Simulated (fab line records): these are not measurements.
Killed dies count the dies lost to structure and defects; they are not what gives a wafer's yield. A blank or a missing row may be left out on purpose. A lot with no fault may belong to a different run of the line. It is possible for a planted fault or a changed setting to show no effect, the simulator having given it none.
What tool caused it? || flow nand-harc || Sampling: 12 lots, 36 wafers, 6 of 1302 route steps

## WHAT EACH GAUGE READ, for each wafer
NHARC_A_CONTACT_CD_MEAS_53.
{"lot": "L074", "measured": "day 22 06:16", "on": "cd-sem-03", "cd-nm (nm)": "289.4 289.7 290.2"}
{"lot": "L078", "measured": "day 22 22:20", "on": "cd-sem-01", "cd-nm (nm)": "289.9 289.5 289.7"}
{"lot": "L079", "measured": "day 23 18:46", "on": "cd-sem-03", "cd-nm (nm)": "287.6 289.0 288.5"}
{"lot": "L080", "measured": "day 24 15:33", "on": "cd-sem-01", "cd-nm (nm)": "287.9 287.5 288.1"}
{"lot": "L084", "measured": "day 25 19:20", "on": "cd-sem-02", "cd-nm (nm)": "288.0 287.9 289.0"}
{"lot": "L085", "measured": "day 26 09:36", "on": "cd-sem-02", "cd-nm (nm)": "289.1 289.6 289.6"}
{"lot": "L090", "measured": "day 27 18:07", "on": "cd-sem-03", "cd-nm (nm)": "291.3 291.0 290.2"}
{"lot": "L088", "measured": "day 28 08:17", "on": "cd-sem-01", "cd-nm (nm)": "289.0 288.8 289.1"}
{"lot": "L092", "measured": "day 28 14:17", "on": "cd-sem-03", "cd-nm (nm)": "289.0 288.6 289.4"}
{"lot": "L094", "measured": "day 29 17:28", "on": "cd-sem-02", "cd-nm (nm)": "289.2 289.0 290.7"}
{"lot": "L095", "measured": "day 30 17:34", "on": "cd-sem-01", "cd-nm (nm)": "291.5 290.4 290.9"}
{"lot": "L097", "measured": "day 32 02:00", "on": "cd-sem-03", "cd-nm (nm)": "288.2 289.2 288.3"}

## TOOL THAT RAN EACH LOT (tool first, then ch and the chambers of the sampled wafers, then the start)
{"lot": "L074", "NHARC_A_CONTACT_ETCH_50": "rie-diel-03 ch 0,3, day 22 03:13 or earlier", "NHARC_A_CONTACT_ETCH_112": "har-cap-etch-03 ch 0,1, day 22 03:13", "NHARC_A_CONTACT_ETCH_113": "har-cap-etch-03 ch 0,1, day 22 03:23", "NHARC_A_CONTACT_ETCH_117": "har-cap-etch-03 ch 0,1, day 22 04:04", "NHARC_A_CONTACT_ETCH_90": "rie-diel-03 ch 0,1, day 22 06:03"}
{"lot": "L078", "NHARC_A_CONTACT_ETCH_50": "rie-diel-11 ch 1,3, day 22 18:25 or earlier", "NHARC_A_CONTACT_ETCH_112": "har-cap-etch-01 ch 0,1, day 22 18:25", "NHARC_A_CONTACT_ETCH_113": "har-cap-etch-01 ch 0,1, day 22 18:39", "NHARC_A_CONTACT_ETCH_117": "har-cap-etch-01 ch 0,1, day 22 19:34", "NHARC_A_CONTACT_ETCH_90": "rie-diel-03 ch 0,2,3, day 22 22:08"}
{"lot": "L079", "NHARC_A_CONTACT_ETCH_50": "rie-diel-03 ch 1,2,3, day 23 15:44 or earlier", "NHARC_A_CONTACT_ETCH_112": "har-cap-etch-01 ch 0,1, day 23 15:44", "NHARC_A_CONTACT_ETCH_113": "har-cap-etch-01 ch 0,1, day 23 15:55", "NHARC_A_CONTACT_ETCH_117": "har-cap-etch-01 ch 0,1, day 23 16:36", "NHARC_A_CONTACT_ETCH_90": "rie-diel-03 ch 0,1,3, day 23 18:34"}
{"lot": "L080", "NHARC_A_CONTACT_ETCH_50": "rie-diel-10 ch 0,3, day 24 12:27 or earlier", "NHARC_A_CONTACT_ETCH_112": "har-cap-etch-01 ch 0, day 24 12:27", "NHARC_A_CONTACT_ETCH_113": "har-cap-etch-01 ch 0, day 24 12:38", "NHARC_A_CONTACT_ETCH_117": "har-cap-etch-01 ch 0, day 24 13:19", "NHARC_A_CONTACT_ETCH_90": "rie-diel-11 ch 0,1, day 24 15:20"}
{"lot": "L084", "NHARC_A_CONTACT_ETCH_50": "rie-diel-03 ch 0,2,3, day 25 15:26 or earlier", "NHARC_A_CONTACT_ETCH_112": "har-cap-etch-02 ch 0,1, day 25 15:26", "NHARC_A_CONTACT_ETCH_113": "har-cap-etch-02 ch 0,1, day 25 15:40", "NHARC_A_CONTACT_ETCH_117": "har-cap-etch-02 ch 0,1, day 25 16:35", "NHARC_A_CONTACT_ETCH_90": "rie-diel-03 ch 0,1, day 25 19:08"}
{"lot": "L085", "NHARC_A_CONTACT_ETCH_50": "rie-diel-11 ch 0,1,3, day 26 06:35 or earlier", "NHARC_A_CONTACT_ETCH_112": "har-cap-etch-01 ch 0,1, day 26 06:35", "NHARC_A_CONTACT_ETCH_113": "har-cap-etch-01 ch 0,1, day 26 06:45", "NHARC_A_CONTACT_ETCH_117": "har-cap-etch-01 ch 0,1, day 26 07:26", "NHARC_A_CONTACT_ETCH_90": "rie-diel-03 ch 1,2, day 26 09:23"}
{"lot": "L090", "NHARC_A_CONTACT_ETCH_50": "rie-diel-10 ch 0,1,2, day 27 15:02 or earlier", "NHARC_A_CONTACT_ETCH_112": "har-cap-etch-03 ch 0,1, day 27 15:02", "NHARC_A_CONTACT_ETCH_113": "har-cap-etch-03 ch 0,1, day 27 15:12", "NHARC_A_CONTACT_ETCH_117": "har-cap-etch-03 ch 0,1, day 27 15:53", "NHARC_A_CONTACT_ETCH_90": "rie-diel-10 ch 0,1,3, day 27 17:51"}
{"lot": "L088", "NHARC_A_CONTACT_ETCH_50": "rie-diel-03 ch 2,3, day 28 05:15 or earlier", "NHARC_A_CONTACT_ETCH_112": "har-cap-etch-01 ch 0,1, day 28 05:15", "NHARC_A_CONTACT_ETCH_113": "har-cap-etch-01 ch 0,1, day 28 05:25", "NHARC_A_CONTACT_ETCH_117": "har-cap-etch-01 ch 0,1, day 28 06:07", "NHARC_A_CONTACT_ETCH_90": "rie-diel-03 ch 2,3, day 28 08:05"}
{"lot": "L092", "NHARC_A_CONTACT_ETCH_50": "rie-diel-03 ch 0,2,3, day 28 11:14 or earlier", "NHARC_A_CONTACT_ETCH_112": "har-cap-etch-01 ch 0,1, day 28 11:14", "NHARC_A_CONTACT_ETCH_113": "har-cap-etch-01 ch 0,1, day 28 11:24", "NHARC_A_CONTACT_ETCH_117": "har-cap-etch-01 ch 0,1, day 28 12:05", "NHARC_A_CONTACT_ETCH_90": "rie-diel-03 ch 0,1,3, day 28 14:05"}
{"lot": "L094", "NHARC_A_CONTACT_ETCH_50": "rie-diel-03 ch 1,2,3, day 29 14:25 or earlier", "NHARC_A_CONTACT_ETCH_112": "har-cap-etch-01 ch 0,1, day 29 14:25", "NHARC_A_CONTACT_ETCH_113": "har-cap-etch-01 ch 0,1, day 29 14:35", "NHARC_A_CONTACT_ETCH_117": "har-cap-etch-01 ch 0,1, day 29 15:16", "NHARC_A_CONTACT_ETCH_90": "rie-diel-11 ch 0,2,3, day 29 17:14"}
{"lot": "L095", "NHARC_A_CONTACT_ETCH_50": "rie-diel-10 ch 1,3, day 30 14:30 or earlier", "NHARC_A_CONTACT_ETCH_112": "har-cap-etch-01 ch 0,1, day 30 14:30", "NHARC_A_CONTACT_ETCH_113": "har-cap-etch-01 ch 0,1, day 30 14:40", "NHARC_A_CONTACT_ETCH_117": "har-cap-etch-01 ch 0,1, day 30 15:22", "NHARC_A_CONTACT_ETCH_90": "rie-diel-03 ch 0,1,2, day 30 17:23"}
{"lot": "L097", "NHARC_A_CONTACT_ETCH_50": "rie-diel-11 ch 0,3, day 31 22:58 or earlier", "NHARC_A_CONTACT_ETCH_112": "har-cap-etch-02 ch 0, day 31 22:58", "NHARC_A_CONTACT_ETCH_113": "har-cap-etch-02 ch 0, day 31 23:08", "NHARC_A_CONTACT_ETCH_117": "har-cap-etch-02 ch 0, day 31 23:49", "NHARC_A_CONTACT_ETCH_90": "rie-diel-03 ch 0,3, day 32 01:47"}
- NHARC_A_CONTACT_ETCH_50: etches the open film in CF4/CHF3, target depth 121 nm, time 60.5 s.
- NHARC_A_CONTACT_ETCH_112: etches the open film in C4F8/O2/Ar, time 190 s, target depth 1850 nm.
- NHARC_A_CONTACT_ETCH_113: etches the open film in C4F8/O2/Ar, time 190 s, target depth 1850 nm.
- NHARC_A_CONTACT_ETCH_117: etches the open film in C4F8/O2/Ar, time 190 s, target depth 1850 nm.
- NHARC_A_CONTACT_ETCH_90: etches the open film in CH3F/O2, target depth 40 nm, time 85.7 s.

## THE ANSWER, worked out from the rows above alone
Rule: the usual values come from the lots themselves. Put in order of their means at a reading, lots are off if they are a third of the lots or fewer, leave a main group of 4 or more, and stand apart from it by a gap of 3 or more times the standard deviation of the main group's means; of several such gaps the widest counts. The tables above print the reading to a certain number of digits; a main group whose means all agree to those digits is not used. Also off: a lot with no number at a reading for which 4 or more lots have one. Where the step has rows for the other lots, those lots are counted as sound.
Nothing can be told from this: no lot is off at any reading shown.

## WHAT THE SIMULATOR HAD INSERTED
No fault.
